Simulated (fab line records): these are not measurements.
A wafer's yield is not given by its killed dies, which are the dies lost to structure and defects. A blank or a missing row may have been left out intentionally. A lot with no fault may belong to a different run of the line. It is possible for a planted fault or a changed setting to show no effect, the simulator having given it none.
A lot that was struck, set against a sound lot ; flow nand-harc ; 13 steps out of a route of 1159
Sound: wafers L860.2, L860.3, L860.6. The struck wafers were L864.2, L864.4, L864.5. Last of all comes the cause.
For every step that has rows: the tool of each side, followed by ch and its chambers, followed by its first start. Under that, the readings that differ: sound wafers ; struck wafers ; difference of the means ; sigmas: that difference in standard deviations of wafers without a fault.
alike: same words and numbers on both sides, and readings whose means sit less than 2 such deviations apart. not compared: any withheld reading, any reading some wafer has no value for, any bound like >300 that may hide the same value, and any number with overlapping values for which the record gives no deviation.
A row with sigmas, a row that says differs or no value, or rows on one side alone: a step with any of these is where the two part. Numbers that have no deviation but don't overlap get no sigmas and don't part them. A reading missing from all wafers of one side parts the sides only when that side holds two or more wafers.

NHARC_P_M0_INSPECT_27:
  sound: defect-inspect-01 at day 7 14:28; struck: defect-inspect-02 at day 8 13:27
  alike: raw-defect-count
NHARC_P_M0_PRE_CLEAN_31: time 12 s.
  sound on pecvd-03 ch 0,1,2, day 7 14:32; struck on pecvd-04 ch 0,1,2, day 8 13:31
  alike: heater-power-w
  not compared: since-wet-clean-h
NHARC_P_M0_DEP_32: deposits SiCN, target thk 30 nm.
  sound on pecvd-03 ch 0,1,2, day 7 14:37; struck on pecvd-04 ch 0,1,2, day 8 13:35
  alike: heater-power-w
  not compared: since-wet-clean-h
then, 8 steps without rows for these wafers: NHARC_P_M1_DEP_00 (deposits SiOC, target thk 182.5 nm); NHARC_P_M1_DEHYDRATE_01 (time 120 s); NHARC_P_M1_HMDS_02 (time 30 s); NHARC_P_M1_COAT_34 (time 65 s); NHARC_P_M1_COAT_03 (resist thk 90 nm); NHARC_P_M1_SOFTBAKE_04 (time 55 s); NHARC_P_M1_EBR_05; NHARC_P_M1_EXPOSE_06 (exposes mask P M1, target cd 130 nm).
NHARC_P_M1_PEB_07: peb time 65 s.
  sound on litho-track-06 ch 0, day 7 15:46; struck on litho-track-04, day 8 14:46
  no value came back on the struck wafers for chill-plate-temp-C (C), exhaust-pa (Pa), resist-line-temp-C (C); on the sound wafers chill-plate-temp-C (C) reads 22.96 22.87 23.04
then, 1 step without rows for these wafers: NHARC_P_M1_DEVELOP_08 (develop time 35 s).

WHERE THEY PART
Only at NHARC_P_M1_PEB_07, within this record.

WHY: what had been put in by the simulator
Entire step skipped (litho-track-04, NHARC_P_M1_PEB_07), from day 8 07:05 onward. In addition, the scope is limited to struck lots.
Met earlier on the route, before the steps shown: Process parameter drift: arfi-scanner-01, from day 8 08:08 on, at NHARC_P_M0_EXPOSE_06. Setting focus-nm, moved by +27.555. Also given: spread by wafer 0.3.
